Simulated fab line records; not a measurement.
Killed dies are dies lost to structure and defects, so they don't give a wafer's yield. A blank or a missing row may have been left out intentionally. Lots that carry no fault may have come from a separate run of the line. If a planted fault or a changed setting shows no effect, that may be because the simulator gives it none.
Matching of chambers + flow nand-harc + rie-diel-06 running NHARC_A_BLC_ETCH_16: 4 sister chambers
The step etches the open film in CF4, target depth 39 nm, time 65 s. 14 wafers are shown with their chamber, then 7 later ones without.

WAFERS WITH THEIR CHAMBER
| wafer  | chamber | showerhead-plenum-p-Torr (Torr) | rf-vpp-V (V) | oes-product-au (a.u.) |
|--------|---------|---------------------------------|--------------|-----------------------|
| L705.1 | 1       | 1.87                            | 151.7        | 0.998                 |
| L705.2 | 2       | 1.85                            | 152.8        | 1.009                 |
| L705.5 | 3       | 1.67                            | 150.3        | 1.002                 |
| L704.3 | 1       | 1.87                            | 151.7        | 1.007                 |
| L704.4 | 0       | 1.76                            | 150.6        | 1.002                 |
| L704.6 | 3       | 1.67                            | 148.8        | 1.013                 |
| L708.1 | 3       | 1.67                            | 150.2        | 1.005                 |
| L708.2 | 0       | 1.76                            | 151.7        | 0.996                 |
| L708.4 | 1       | 1.87                            | 153.5        | 0.996                 |
| L715.1 | 2       | 1.85                            | 152.4        | 1.009                 |
| L715.3 | 0       | 1.76                            | 150.3        | 1.003                 |
| L715.4 | 3       | 1.66                            | 150.3        | 0.999                 |
| L718.3 | 0       | 1.76                            | 151.5        | 0.990                 |
| L718.4 | 3       | 1.66                            | 149.5        | 1.001                 |

SIGNATURES (means of the wafers above)
| reading                  | chamber 0 | chamber 1 | chamber 2 | chamber 3 | scatter within a chamber |
|--------------------------|-----------|-----------|-----------|-----------|--------------------------|
| showerhead-plenum-p-Torr | 1.7600    | 1.8700    | 1.8500    | 1.6660    | 0.00346                  |
| rf-vpp-V                 | 151.025   | 152.300   | 152.600   | 149.820   | 0.733                    |
| oes-product-au           | 0.99775   | 1.00033   | 1.00900   | 1.00400   | 0.00545                  |
Rule: for each reading, subtract the chamber's mean from the wafer's reading, divide by that reading's scatter and square the result; add these up over the readings and take the root, which gives the wafer's distance from the chamber. If the next closest chamber is less than 2 further off than the closest, the wafer can't be placed; otherwise it belongs to the closest. The scatter: take each reading less its chamber's mean, square it, sum over the shown wafers, divide by the number of wafers less the number of chambers, and take the root.

WAFERS WITH NO CHAMBER GIVEN
| wafer  | showerhead-plenum-p-Torr (Torr) | rf-vpp-V (V) | oes-product-au (a.u.) |
|--------|---------------------------------|--------------|-----------------------|
| L718.6 | 1.66                            | 149.2        | 1.001                 |
| L719.1 | 1.66                            | 150.8        | 0.997                 |
| L719.3 | 1.85                            | 152.9        | 1.019                 |
| L719.6 | 1.66                            | 149.7        | 1.007                 |
| L723.1 | 1.66                            | 150.0        | 1.000                 |
| L723.4 | 1.85                            | 152.6        | 1.004                 |
| L723.6 | 1.85                            | 152.7        | 1.006                 |

THE CHAMBER EACH PASSED THROUGH
| wafer  | from the rows above | in truth |
|--------|---------------------|----------|
| L718.6 | 3                   | 3        |
| L719.1 | 3                   | 3        |
| L719.3 | 2                   | 2        |
| L719.6 | 3                   | 3        |
| L723.1 | 3                   | 3        |
| L723.4 | 2                   | 2        |
| L723.6 | 2                   | 2        |
Correctly placed: 7 of 7. Can't be placed from these rows: 0. Placed wrongly: 0.
